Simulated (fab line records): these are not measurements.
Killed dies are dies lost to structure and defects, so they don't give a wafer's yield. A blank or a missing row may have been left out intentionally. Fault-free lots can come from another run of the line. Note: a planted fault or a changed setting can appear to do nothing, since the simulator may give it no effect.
One fault through the eyes of 3 desks    flow n5_finfet    numbers are kept per desk, each desk with only its own; the story behind them comes last

AT THE TOOL OWNER'S DESK: cmp-03
The tool's own readings at N5_BEOL_M10_CMP_52 (polishes, stops on SiCOH lowk, t overpolish 7 s, target thk 140 nm): means of the sampled wafers that have a number, for each lot that ran on this tool. If a lot's mean is further than 4 standard deviations from the usual mean, the lot is out of limits and carries the mark OUT (the distance appears in the brackets).
Columns: A = barrier_field_endpoint_s at N5_BEOL_M10_CMP_52, usual 28.7 s; B = motor_current_A at N5_BEOL_M10_CMP_52, usual 6.2 A; C = overpolish_run_s at N5_BEOL_M10_CMP_52, usual 6.999 s; D = slurry_filter_dp_kPa at N5_BEOL_M10_CMP_52, usual 13.50 kPa; E = time_to_endpoint_s at N5_BEOL_M10_CMP_52, usual 66 s
lot   first seen here  A                B    C                        D      E
L765  day 12 11:22     28.4             5.9  6.992                    13.44  64
L773  day 14 19:10     35.4 (+7.7) OUT  5.9  4.681 (-99 or more) OUT  13.52  72
L775  day 15 13:10     38.2 (+11) OUT   6.4  3.517 (-99 or more) OUT  13.39  78
This desk's finding: out of limits on L773, L775; first on L773, day 14 19:10 (barrier_field_endpoint_s at N5_BEOL_M10_CMP_52). L765 stayed within limits.

AT THE METROLOGY DESK
What the gauges read for every lot (on any tool): the sampled wafers with a number, averaged. If a lot's mean is further than 4 standard deviations from the usual mean, the lot is out of limits and carries the mark OUT (the distance appears in the brackets). Of its 12 readings 7 are shown: the one that was out of limits first, and those that lie furthest out on some lot.
Columns: A = DIBL_N at N5_BEOL_M4_RC_MEAS_101, usual 37.1 mV/V; B = IOFF_P at N5_BEOL_M4_RC_MEAS_101, usual 0.22 nA/um; C = ION_P at N5_BEOL_M4_RC_MEAS_101, usual 464 uA/um; D = VT_N at N5_BEOL_M4_RC_MEAS_101, usual 248.9 mV; E = VT_P at N5_BEOL_M4_RC_MEAS_101, usual -251 mV; F = cd_nm at N5_BEOL_M10_CD_MEAS_35, usual 70.3 nm; G = M10_THK at N5_BEOL_M10_THK_MEAS_53, usual 140 nm
lot   first seen here  A     B     C    D      E     F     G
L762  day 8 22:56      36.2  0.20  461  248.5  -253  71.1  139
L765  day 9 19:16      37.8  0.20  459  250.7  -253  70.5  139
L766  day 10 00:10     37.8  0.29  475  245.7  -245  70.8  141
L773  day 12 10:49     37.5  0.17  456  250.0  -256  70.7  174 (+8.9) OUT
L775  day 12 17:54     38.6  0.22  461  247.3  -253  70.3  200 (+16) OUT
L779  day 14 01:49     36.4  0.21  465  251.0  -251  70.8  139
L780  day 14 06:01     37.7  0.22  464  246.8  -251  70.6  139
L781  day 14 10:52     39.2  0.23  462  249.3  -248  70.7  137
L782  day 14 13:47     37.7  0.26  469  247.1  -244  70.7  137
Per this desk, out of limits: L773, L775; the first was L773, day 14 19:26 (M10_THK at N5_BEOL_M10_THK_MEAS_53). L762, L765, L766, L779, L780, L781, L782 stayed within limits.

THE DEFECT DESK
For each lot, the counts of the inspections along the route, averaged over the sampled wafers that have a number. If a lot's mean is further than 4 standard deviations from the usual mean, the lot is out of limits and carries the mark OUT (the distance appears in the brackets).
Columns: A = raw_defect_count at N5_BEOL_M10_INSPECT_58, usual 74
lot   first seen here  A
L762  day 11 16:44     121
L766  day 12 10:50     92
L765  day 12 11:49     76
L773  day 14 19:37     787 (+30) OUT
L775  day 15 13:34     1222 (+48) OUT
L780  day 16 17:10     92
L779  day 16 18:25     95
L782  day 17 01:56     80
L781  day 17 02:28     47
This desk's finding: out of limits on L773, L775; first on L773, day 14 19:37 (raw_defect_count at N5_BEOL_M10_INSPECT_58). L762, L766, L765, L780, L779, L782, L781 stayed within limits.

TAKEN TOGETHER
The tool owner's desk had the chance to raise an alarm at day 14 19:10 on L773, L775.
At day 14 19:26 the metrology desk could have sounded an alarm, on L773, L775.
The defect desk could have raised an alarm at day 14 19:37, on L773, L775.
The lots listed all ran N5_BEOL_M10_CMP_52 on cmp-03.

WHAT HAD BEEN PUT IN BY THE SIMULATOR
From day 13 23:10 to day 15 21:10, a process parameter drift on cmp-03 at N5_BEOL_M10_CMP_52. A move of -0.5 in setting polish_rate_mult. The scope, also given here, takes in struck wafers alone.
Lots struck among those shown: L773, L775.
Hours from the fault's start to each desk's first reading out of limits: the tool owner's desk, 20; the metrology desk, 20; the defect desk, 20.
